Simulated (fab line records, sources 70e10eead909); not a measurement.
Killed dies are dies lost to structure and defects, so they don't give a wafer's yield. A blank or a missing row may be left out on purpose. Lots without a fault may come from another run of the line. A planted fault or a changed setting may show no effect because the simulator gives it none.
Problem report in the 8D (eight disciplines) form, filled by code | flow nand_harc | the parts of the form that need people (team, actions taken, sign-off) are left out

1. THE PROBLEM
thk_nm at NHARC_A_ONON_D1_THK_MEAS_08 reads a mean of 1552 nm on 4 wafers of 2 lots; wafers without a fault read 1000 nm with a standard deviation of 8.2. That is +67 standard deviations from the usual mean.
The step: measures by ellipsometry.
First seen on wafer L231.1, day 9 17:40, on film_metro-01. The record holds 36 wafers of 12 lots with a number at this step. Rule for "out", or "out of limits": more than 4 standard deviations from the usual mean. The other wafers with a number count as sound.

2. WHAT IT IS AND WHAT IT IS NOT
question                    | is                             | is not
which readings at this step | thk_nm                         | -
which lots                  | L231, L235                     | L224, L225, L230, L236, L237, L238, L239, L241, L245, L246
which wafers of those lots  | L231.1, L231.6, L235.1, L235.6 | L231.4, L235.3
read on which gauges        | film_metro-01, film_metro-02   | -
when                        | from day 9 17:40               | up to then (10 sound wafers); but 22 sound wafers of L235, L236, L237, L238, L239, L241, L245, L246 came after

3. SUSPECTS, AND WHAT RULES EACH OUT
Counting: a tool at a process step up to the reading stays a suspect if it ran every lot that is out. Sound lots after the first of them don't rule it out here, since some wafers of a struck lot are sound.
- the gauge at NHARC_A_ONON_D1_THK_MEAS_08: ruled out. The wafers that are out were read on 2 gauges (film_metro-01, film_metro-02).
- pvd_sputter-03 at NHARC_P_BONDPAD_PVD_27 (deposits Cu, target thk 30 nm, time 20.49 s): kept. It ran every lot that is out, first L231 (day 9 00:24); its last sound lot up to then is L230 (day 8 17:48). NHARC_P_BONDPAD_PVD_27 gives no start for some lots, so the hours and the order of its lots are those of NHARC_A_SOURCE_PLATE_THK_MEAS_09.
- pecvd_onon-03 at NHARC_A_ONON_D1_DEP_06 (target thk 1000 nm): kept. It ran every lot that is out, first L231 (day 9 17:10); its last sound lot up to then is L225 (day 7 22:15).
Left after counting: pvd_sputter-03 at NHARC_P_BONDPAD_PVD_27, pecvd_onon-03 at NHARC_A_ONON_D1_DEP_06.

4. THE CAUSE (what the simulator had put in)
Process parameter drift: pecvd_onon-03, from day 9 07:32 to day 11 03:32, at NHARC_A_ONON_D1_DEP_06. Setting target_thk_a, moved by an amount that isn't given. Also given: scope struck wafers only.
Counting left 2 suspects, and this tool is among them.

5. THE CHAIN OF EFFECTS, in route order
Each row: a reading whose mean over the struck wafers that have a number lies more than 3 standard deviations from the usual. Only readings for which the record gives a usual standard deviation are gone through. hours: the time from each lot's start at the first step in this table that gives one to its start at this step, as a median over the lots. sigmas: the change in usual standard deviations.
hours | step                        | reading         | usual   | on struck wafers | change | sigmas
0     | NHARC_A_ONON_D1_THK_MEAS_08 | thk_nm          | 1000 nm | 1552             | +552   | +67
288   | NHARC_END_SORT_01           | killed_at_array | 28      | 674              | +646   | +73
288   | NHARC_END_SORT_01           | killed_dies     | 32      | 677              | +645   | +69

6. WHAT WOULD HAVE CAUGHT IT SOONER
In this record the first reading out of limits at a measuring or inspecting step was taken at day 9 17:40, 10 hours after the fault began at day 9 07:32.
Of the tool readings at NHARC_A_ONON_D1_DEP_06 for which the record gives a usual standard deviation, none was out on any struck wafer, so an alarm limit of 4 standard deviations on them would not have fired.
Of the lots that are out (2), L235 began NHARC_A_ONON_D1_DEP_06 on pecvd_onon-03 after day 9 17:40. A hold on the tool at that time would have spared it.
